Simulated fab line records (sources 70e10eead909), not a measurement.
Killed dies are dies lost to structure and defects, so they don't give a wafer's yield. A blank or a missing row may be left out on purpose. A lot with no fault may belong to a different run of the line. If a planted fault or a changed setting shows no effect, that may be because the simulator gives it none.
fab line records | flow nand-harc | part 1 of 2: steps 1 to 4 of 6
[record] lots = 24 wafers = 72 last-day = 33
route steps=1302 shown P_ZERO_WELL@46 P_STI@87 P_GATE@122 P_CONTACT@218
lots that met no fault: from a run of the same line without faults
start-h: hours from the record's opening day to when the first of the lot's shown wafers began | wait-h: hours elapsed since this lot's preceding step | " identical to the entry in the row above | L1.1+2: one row covering several wafers at once | - either no value or no given start | * or withheld: withheld | < > ~ a bound
route shown NAME@n: NAME is a module with steps in the file, n the number in the route of the first one | usual: mean/standard deviation of fault-free wafers | same: alike in all rows | chamber/n: place in a boat | sites: each site's reading | _std_site: the values' standard deviation | _edge_site: mean of outer sites minus mean of inner sites | radius-mm: how far each site lies from the wafer's centre | mask NAME#n: copy n | behind: the last tool/chamber to shape the wafer | hold: the reason the lot was held/the length of the hold in hours/how it ended | device: names the non-switching transistor (n, p or np) | end of line: tests of these same wafers at the route's end | where a step has no rows: the recipe by itself | killed: not the wafer's yield, but the dies lost to structure and defects at the first sort | map: the dies of a wafer, with x for killed, . for not killed, _ for no die there
set.NAME: setting as actually run; set.NAME@STEP: the setting as run at that earlier step | model.NAME: the simulator's own value behind a step, which no gauge read
a sample of lots followed through the steps of the route, with each step as a table and each wafer as a row
services: the hour from which a tool's chamber was out of use, counted from the record's first day as start-h (under 0 if before that day), plus the number of hours and why
[[steps]]
[step NHARC_P_ZERO_WELL_DESCUM_39]
[recipe] time-s = 3 o2-flow-sccm = 200 ar-flow-sccm = 0 bias-power-w = 0 chemistry = O2
[usual] drypump-motor-current-A = 5.7/0.5 oes-product-au = 1.000/0.0091 rf-vpp-V = 57.8/0.85 showerhead-plenum-p-Torr = 1.93/0.055 throttle-valve-pct = 11.310/0.0094
// columns lot.wafer tool chamber start-h wait-h drypump-motor-current-A oes-product-au rf-hours-counter-h rf-vpp-V showerhead-plenum-p-Torr throttle-valve-pct
L074.1 rie-diel-12 0 24.44 - 6.1 1.002 23 57.9 1.90 11.325
L074.4 " 1 " " 5.9 1.009 - 58.5 1.94 11.311
L074.5 " 3 " " 6.0 1.000 - 58.9 1.98 11.312
L075.4 rie-diel-10 1 34.07 - 6.5 0.985 44 58.8 1.94 11.314
L075.1 " 0 " " 5.6 1.014 45 57.6 1.82 11.326
L075.5 " 2 " " 6.0 1.013 - 59.3 2.03 11.309
L076.1 rie-diel-12 0 45.92 - 6.1 0.992 30 56.3 1.90 11.296
L076.3 " 3 " " 6.0 1.000 39 58.5 1.98 11.296
L076.5 " 0 " " 6.1 1.005 - 56.6 1.90 11.307
L077.1 rie-diel-06 0 54.45 - 6.4 1.019 30 58.2 1.98 11.317
L077.3 " 2 " " 4.6 1.009 33 58.5 1.98 11.298
L077.4 " 3 " " 5.3 1.015 - 57.9 1.92 11.312
L078.2 rie-diel-12 1 64.28 - 5.9 0.993 34 58.5 1.93 11.296
L078.4 " 3 " " 6.0 0.998 43 58.6 1.97 11.311
L078.3 " 0 " " 6.1 1.003 34 56.5 1.90 11.305
L079.4 rie-diel-10 1 74.68 - 6.5 0.994 0 57.1 1.94 11.295
L079.1 " 2 " " 5.9 1.006 0 57.9 2.02 11.304
L079.6 " 0 " " 5.6 0.992 - 56.4 1.82 11.313
L080.2 rie-diel-12 3 84.31 - 6.0 0.998 52 58.3 1.97 11.297
L080.4 " 1 " " 5.9 1.002 40 57.5 1.93 11.310
L080.6 " 2 " " 5.8 0.988 - 58.6 1.95 11.313
L081.2 rie-diel-06 0 95.99 - 6.3 0.996 45 58.1 1.97 11.311
L081.3 " 1 " " 6.0 1.011 41 57.8 1.84 11.309
L081.6 " 3 " " 5.3 1.010 - 56.8 1.91 11.311
L082.2 rie-diel-12 2 104.25 - 5.8 0.988 0 58.9 1.95 11.297
L082.5 " 2 " " 5.8 0.993 - 57.7 1.95 11.297
L082.6 " 3 " " 6.0 1.016 - 57.6 1.97 11.317
L083.3 rie-diel-10 3 114.14 - 5.0 1.002 10 56.0 1.98 11.324
L083.2 " 0 " " 5.6 0.999 11 56.2 1.82 11.321
L083.4 " 2 " " 5.9 1.000 12 57.9 2.02 11.316
L084.1 rie-diel-06 0 124.28 - 6.4 0.990 52 56.6 1.97 11.309
L084.2 " 1 " " 6.0 0.998 47 57.3 1.83 11.299
L084.6 " 3 " " 5.3 0.988 - 57.5 1.91 11.319
L085.3 rie-diel-10 3 134.13 - 5.0 1.001 17 57.9 1.98 11.328
L085.1 " 0 " " 5.6 0.991 20 57.5 1.81 11.309
L085.6 " 3 " " 5.0 0.993 - 57.9 1.98 11.314
L086.2 rie-diel-12 1 145.14 - 5.9 1.003 12 59.8 1.93 11.305
L086.4 " 2 " " 5.7 0.993 13 59.0 1.94 11.313
L086.6 " 3 " " 6.0 1.002 - 57.3 1.97 11.302
L087.4 rie-diel-12 1 154.32 - 5.9 1.001 17 58.2 1.92 11.293
L087.2 " 2 " " 5.8 0.984 16 57.3 1.94 11.296
L087.5 " 0 " " 6.1 1.002 - 57.2 1.89 11.292
L088.2 rie-diel-06 0 164.48 - 6.3 0.987 5 57.1 1.97 11.299
L088.3 " 1 " " 6.0 1.001 4 55.9 1.83 11.307
L088.5 " 3 " " 5.3 1.016 - 59.2 1.91 11.314
L089.2 rie-diel-10 3 174.74 - 5.0 0.992 30 58.4 1.98 11.301
L089.3 " 0 " " 5.6 0.997 - 56.1 1.81 11.301
L089.4 " 3 " " 5.0 0.986 - 57.7 1.98 11.308
L090.2 rie-diel-12 3 191.72 - 6.0 0.998 28 58.1 1.96 11.316
L090.3 " 0 " " 6.1 1.005 31 56.7 1.88 11.312
L090.6 " 1 " " 5.9 0.992 - 57.2 1.92 11.304
L091.3 rie-diel-10 0 194.23 - 5.6 1.008 45 57.0 1.81 11.299
L091.2 " 3 " " 5.0 1.000 41 57.6 1.97 11.313
L091.6 " 0 " " 5.6 1.006 - 58.5 1.81 11.308
L092.3 rie-diel-12 3 204.31 - 6.0 0.984 30 58.5 1.96 11.306
L092.5 " 1 " " 5.9 0.996 - 58.6 1.92 11.329
L092.6 " 3 " " 6.0 0.996 - 59.7 1.96 11.328
L093.1 rie-diel-12 1 214.29 - 5.9 0.994 34 57.5 1.92 11.309
L093.4 " 3 " " 6.0 0.996 32 59.1 1.96 11.317
L093.5 " 2 " " 5.7 0.984 - 57.6 1.93 11.303
L094.4 rie-diel-10 3 227.64 - 5.0 0.998 50 56.6 1.97 11.308
L094.5 " 1 " " 6.5 1.020 - 57.7 1.92 11.291
L094.6 " 2 " " 6.0 1.018 - 59.0 2.01 11.308
L095.3 rie-diel-06 1 234.23 - 6.0 0.998 25 58.9 1.83 11.306
L095.2 " 2 " " 4.6 0.998 27 58.3 1.96 11.302
L095.1 " 0 " " 6.3 1.010 30 56.9 1.96 11.313
L096.2 rie-diel-06 1 244.49 - 6.0 1.006 30 57.4 1.82 11.308
L096.1 " 2 " " 4.6 1.001 31 58.3 1.96 11.306
L096.6 " 1 " " 6.0 0.998 - 57.2 1.82 11.322
L097.1 rie-diel-06 3 254.48 - 5.3 1.009 38 57.8 1.90 11.321
L097.3 " 1 " " 6.0 1.001 35 57.3 1.82 11.301
L097.5 " 0 " " 6.4 1.006 - 57.8 1.96 11.316
[step NHARC_P_STI_DESCUM_14]
[recipe] time-s = 3 o2-flow-sccm = 200 ar-flow-sccm = 0 bias-power-w = 0 chemistry = O2
[usual] drypump-motor-current-A = 5.7/0.57 oes-product-au = 1.001/0.0095 rf-vpp-V = 57.8/0.78 showerhead-plenum-p-Torr = 1.91/0.086 throttle-valve-pct = 11.311/0.0085
// columns lot.wafer tool chamber start-h wait-h drypump-motor-current-A oes-product-au rf-hours-counter-h rf-vpp-V showerhead-plenum-p-Torr throttle-valve-pct
L074.1 rie-diel-01 1 48.21 - 6.5 0.998 1.5 58.8 2.03 11.296
L074.4 " 3 " " 5.2 1.005 - 57.3 1.87 11.318
L074.5 " 1 " " 6.5 1.005 - 58.5 2.03 11.306
L075.4 rie-diel-11 0 54.31 - 5.8 0.976 7.9 57.7 1.82 11.314
L075.1 " 2 " " 5.7 0.998 8.9 58.2 2.06 11.323
L075.5 " 0 " " 5.9 0.977 - 56.4 1.82 11.305
L076.1 rie-diel-07 0 64.88 - 5.0 0.994 4.9 57.2 1.91 11.310
L076.3 " 3 " " 5.5 0.998 5.1 58.3 1.87 11.302
L076.5 " 1 " " 6.7 1.009 - 58.7 2.01 11.307
L077.3 rie-diel-07 0 76.82 - 5.0 0.985 5.5 59.0 1.91 11.304
L077.4 " 1 " " 6.7 0.993 5.8 58.4 2.01 11.302
L077.1 " 2 " " 6.0 0.995 5.7 59.0 1.92 11.313
L078.4 rie-diel-07 3 86.74 - 5.5 0.992 6.3 59.7 1.87 11.316
L078.2 " 0 " " 5.1 0.986 6.3 57.6 1.91 11.313
L078.3 " 1 " " 6.7 1.000 6.5 57.5 2.01 11.313
L079.4 rie-diel-07 0 93.39 - 5.1 0.988 6.5 58.6 1.91 11.316
L079.1 " 2 " " 5.9 0.992 6.5 56.3 1.92 11.311
L079.6 " 1 " " 6.7 0.996 - 58.3 2.01 11.306
L080.2 rie-diel-07 0 105.26 - 5.1 0.997 7.2 55.8 1.91 11.302
L080.4 " 2 " " 6.0 1.012 7.3 58.2 1.92 11.310
L080.6 " 1 " " 6.7 1.022 - 58.7 2.01 11.314
L081.2 rie-diel-07 0 114.10 - 5.0 0.997 7.3 57.9 1.91 11.313
L081.3 " 1 " " 6.7 1.015 7.5 57.6 2.01 11.321
L081.6 " 3 " " 5.5 1.014 - 57.2 1.87 11.318
L082.2 rie-diel-01 2 124.60 - 5.4 0.998 8.2 56.5 1.78 11.320
L082.5 " 1 " " 6.6 0.994 - 58.5 2.02 11.325
L082.6 " 2 " " 5.4 1.007 - 56.4 1.78 11.310
L083.2 rie-diel-01 2 134.40 - 5.4 0.999 9.4 57.3 1.78 11.321
L083.3 " 3 " " 5.2 1.005 8.7 56.8 1.87 11.306
L083.4 " 0 " " 5.1 1.007 9.1 56.6 1.79 11.310
L084.1 rie-diel-07 0 142.81 - 5.1 0.995 0.7 57.7 1.91 11.323
L084.2 " 1 " " 6.7 1.017 0.8 58.0 2.00 11.326
L084.6 " 0 " " 5.0 0.987 - 57.3 1.91 11.296
L085.3 rie-diel-11 2 154.10 - 5.7 0.991 4.8 58.5 2.06 11.311
L085.1 " 3 " " 5.2 1.001 4.1 59.0 1.82 11.312
L085.6 " 2 " " 5.7 0.993 - 57.4 2.06 11.306
L086.4 rie-diel-07 3 164.35 - 5.5 1.012 1.6 58.2 1.87 11.310
L086.2 " 0 " " 5.1 1.008 1.3 56.9 1.91 11.337
L086.6 " 2 " " 5.9 1.021 - 58.9 1.92 11.303
L087.2 rie-diel-07 0 173.00 - 5.1 1.003 1.5 58.2 1.91 11.327
L087.4 " 1 " " 6.7 1.007 1.8 58.5 2.00 11.304
L087.5 " 0 " " 5.1 1.003 - 57.9 1.91 11.307
L088.2 rie-diel-11 0 184.96 - 5.8 0.994 6.6 58.4 1.82 11.312
L088.3 " 2 " " 5.7 0.989 7.1 58.3 2.06 11.315
L088.5 " 0 " " 5.8 1.000 - 57.4 1.82 11.297
L089.2 rie-diel-07 3 196.19 - 5.5 0.998 2.9 56.8 1.87 11.316
L089.3 " 0 " " 5.1 0.997 2.8 57.6 1.91 11.312
L089.4 " 2 " " 5.9 1.011 3.1 59.1 1.92 11.320
L091.3 rie-diel-01 3 213.20 - 5.2 0.997 0 58.6 1.87 11.313
L091.2 " 0 " " 5.1 0.992 0 56.6 1.78 11.315
L091.6 " 3 " " 5.2 1.003 - 58.4 1.87 11.310
L090.3 rie-diel-11 3 213.35 - 5.2 0.994 8.2 58.4 1.82 11.317
L090.2 " 0 " " 5.8 1.002 7.9 57.3 1.82 11.318
L090.6 " 3 " " 5.2 0.994 - 56.9 1.82 11.317
L092.3 rie-diel-01 3 225.11 - 5.3 0.999 0.9 57.7 1.87 11.303
L092.6 " 3 " " 5.3 0.994 - 57.8 1.87 11.323
L092.5 " 0 " " 5.1 1.005 - 57.5 1.78 11.308
L093.4 rie-diel-01 0 232.26 - 5.1 1.007 1.1 56.7 1.78 11.311
L093.1 " 1 " " 6.5 1.003 1.3 57.9 2.02 11.316
L093.5 " 1 " " 6.5 1.010 - 57.3 2.02 11.307
L094.4 rie-diel-01 1 245.76 - 6.5 1.005 2.8 58.6 2.02 11.308
L094.6 " 2 " " 5.4 0.995 - 56.7 1.78 11.319
L094.5 " 3 " " 5.2 1.001 - 57.6 1.87 11.302
L095.3 rie-diel-07 1 254.01 - 6.7 1.015 5.3 58.0 2.00 11.301
L095.2 " 3 " " 5.5 1.017 4.8 57.5 1.87 11.322
L095.1 " 0 " " 5.1 0.985 4.8 59.1 1.91 11.315
L096.2 rie-diel-11 1 265.57 - 6.2 0.985 0 57.1 1.98 11.316
L096.1 " 2 " " 5.7 1.006 0 57.8 2.05 11.315
L096.6 " 2 " " 5.7 0.986 - 58.2 2.05 11.304
L097.3 rie-diel-01 0 276.94 - 5.1 0.995 4.9 57.5 1.78 11.307
L097.1 " 3 " " 5.2 0.995 5.2 58.2 1.87 11.323
L097.5 " 0 " " 5.1 1.002 - 56.7 1.78 11.307
[step NHARC_P_GATE_CD_MEAS_11]
[recipe] target-cd-nm = 1640 landing-energy-ev = 500
[usual] cd-nm = 1640.6/1.8
// columns lot.wafer tool chamber start-h wait-h cd-nm
L074.1 cd-sem-01 0 86.70 - 1640.2
L074.4 " 0 " " 1639.5
L074.5 " 0 " " 1638.5
L075.1 cd-sem-01 0 92.48 - 1643.4
L075.4 " 0 " " 1640.9
L075.5 " 0 " " 1641.5
L076.1 cd-sem-02 0 106.81 - 1641.2
L076.3 " 0 " " 1642.0
L076.5 " 0 " " 1640.9
L077.1 cd-sem-02 0 111.02 - 1640.9
L077.3 " 0 " " 1642.4
L077.4 " 0 " " 1640.6
L078.2 cd-sem-03 0 123.63 - 1639.6
L078.3 " 0 " " 1642.2
L078.4 " 0 " " 1641.9
L079.1 cd-sem-02 0 129.61 - 1641.8
L079.4 " 0 " " 1639.1
L079.6 " 0 " " 1638.7
L080.2 cd-sem-02 0 141.88 - 1640.0
L080.4 " 0 " " 1643.2
L080.6 " 0 " " 1641.4
L081.2 cd-sem-02 0 148.02 - 1638.9
L081.3 " 0 " " 1639.9
L081.6 " 0 " " 1642.5
L082.2 cd-sem-01 0 162.10 - 1642.3
L082.5 " 0 " " 1641.2
L082.6 " 0 " " 1640.2
L083.2 cd-sem-02 0 170.08 - 1643.6
L083.3 " 0 " " 1642.1
L083.4 " 0 " " 1642.1
L084.1 cd-sem-01 0 177.70 - 1639.3
L084.2 " 0 " " 1642.3
L084.6 " 0 " " 1642.1
L085.1 cd-sem-01 0 188.80 - 1645.4
L085.3 " 0 " " 1643.8
L085.6 " 0 " " 1643.5
L086.2 cd-sem-03 0 198.23 - 1639.1
L086.4 " 0 " " 1638.3
L086.6 " 0 " " 1640.1
L087.2 cd-sem-03 0 209.32 - 1639.3
L087.4 " 0 " " 1640.2
L087.5 " 0 " " 1639.0
L088.2 cd-sem-02 0 226.57 - 1640.2
L088.3 " 0 " " 1639.7
L088.5 " 0 " " 1640.0
L089.2 cd-sem-01 0 232.93 - 1638.3
L089.3 " 0 " " 1640.8
L089.4 " 0 " " 1639.4
L091.2 cd-sem-01 0 248.91 - 1638.8
L091.3 " 0 " " 1635.4
L091.6 " 0 " " 1639.1
L090.2 cd-sem-01 0 249.07 - 1643.0
L090.3 " 0 " " 1640.8
L090.6 " 0 " " 1639.9
L092.3 cd-sem-02 0 261.01 - 1637.2
L092.5 " 0 " " 1639.1
L092.6 " 0 " " 1641.4
L093.1 cd-sem-01 0 268.18 - 1639.1
L093.4 " 0 " " 1638.0
L093.5 " 0 " " 1637.2
L094.4 cd-sem-02 0 282.00 - 1638.9
L094.5 " 0 " " 1639.7
L094.6 " 0 " " 1641.8
L095.1 cd-sem-02 0 288.78 - 1641.5
L095.2 " 0 " " 1642.6
L095.3 " 0 " " 1645.4
L096.1 cd-sem-02 0 304.83 - 1642.2
L096.2 " 0 " " 1640.4
L096.6 " 0 " " 1640.1
L097.1 cd-sem-02 0 317.48 - 1639.1
L097.3 " 0 " " 1639.4
L097.5 " 0 " " 1641.5
[step NHARC_P_CONTACT_DEP_00]
[recipe] target-thk-a = 5000 temp-c = 400 pressure-torr = 6.5 rf-w = 900 teos-flow-sccm = 161.4 flow-sccm = 2650 target-thk-nm = 500 gas = O2 material = SiO2
[usual] heater-power-w = 599/70 throttle-valve-pct = 16.0/0.49
// columns lot.wafer tool chamber start-h wait-h heater-power-w throttle-valve-pct
L074.1 pecvd-03 1 - - 628 15.4
L074.4 " 0 " " 580 16.6
L074.5 " 2 " " 630 15.5
L075.1 pecvd-03 1 - - 739 15.5
L075.4 " 2 " " 544 15.6
L075.5 " 1 " " 766 15.3
L076.3 pecvd-04 2 - - 634 16.2
L076.1 " 1 " " 615 15.7
L076.5 " 0 " " 502 16.5
L077.1 pecvd-03 0 - - 529 16.7
L077.3 " 1 " " 738 15.4
L077.4 " 0 " " 561 16.7
L078.3 pecvd-03 1 - - 596 15.2
L078.2 " 2 " " 578 15.5
L078.4 " 1 " " 656 15.3
L079.1 pecvd-03 2 - - 507 15.4
L079.4 " 0 " " 538 16.9
L079.6 " 1 " " 595 15.4
L080.2 pecvd-04 2 - - 492 16.2
L080.6 " 1 " " 618 15.8
L080.4 " 2 " " 545 16.2
L081.2 pecvd-03 0 - - 550 17.0
L081.3 " 1 " " 675 15.5
L081.6 " 1 " " 711 15.3
L082.2 pecvd-04 1 - - 500 15.9
L082.5 " 0 " " 522 16.6
L082.6 " 1 " " 540 15.9
L083.3 pecvd-01 0 - - 569 16.6
L083.2 " 2 " " 674 15.6
L083.4 " 2 " " 686 15.7
L084.1 pecvd-01 0 - - 616 16.6
L084.2 " 1 " " 653 15.3
L084.6 " 1 " " 677 15.4
L085.1 pecvd-04 0 - - 464 16.8
L085.3 " 2 " " 608 16.5
L085.6 " 1 " " 630 16.0
L086.2 pecvd-04 1 - - 501 16.0
L086.4 " 1 " " 546 15.9
L086.6 " 2 " " 501 16.5
L087.2 pecvd-01 2 - - 678 15.9
L087.4 " 0 " " 604 16.4
L087.5 " 2 " " 547 15.9
L088.2 pecvd-04 0 - - 444 17.1
L088.3 " 1 " " 632 15.6
L088.5 " 2 " " 610 16.5
L089.3 pecvd-01 1 - - 543 15.3
L089.2 " 2 " " 680 15.9
L089.4 " 0 " " 596 16.4
L090.2 pecvd-04 2 - - 597 15.8
L090.3 " 1 " " 718 16.0
L090.6 " 2 " " 464 15.5
L091.3 pecvd-04 2 - - 575 16.0
L091.2 " 1 " " 632 15.9
L091.6 " 1 " " 660 16.0
L092.3 pecvd-01 1 - - 695 15.5
L092.5 " 0 " " 637 16.6
L092.6 " 2 " " 634 16.1
L093.1 pecvd-01 0 - - 646 16.3
L093.4 " 0 " " 510 16.4
L093.5 " 1 " " 684 15.4
L094.5 pecvd-04 1 - - 662 16.1
L094.6 " 2 " " 588 15.9
L094.4 " 0 " " 569 16.3
L095.1 pecvd-01 1 - - 658 15.6
L095.2 " 2 " " 549 15.9
L095.3 " 0 " " 617 15.9
L096.2 pecvd-04 1 - - 644 16.1
L096.1 " 2 " " 583 16.1
L096.6 " 0 " " 471 16.1
L097.1 pecvd-01 0 - - 499 15.9
L097.3 " 1 " " 734 15.5
L097.5 " 0 " " 544 15.9
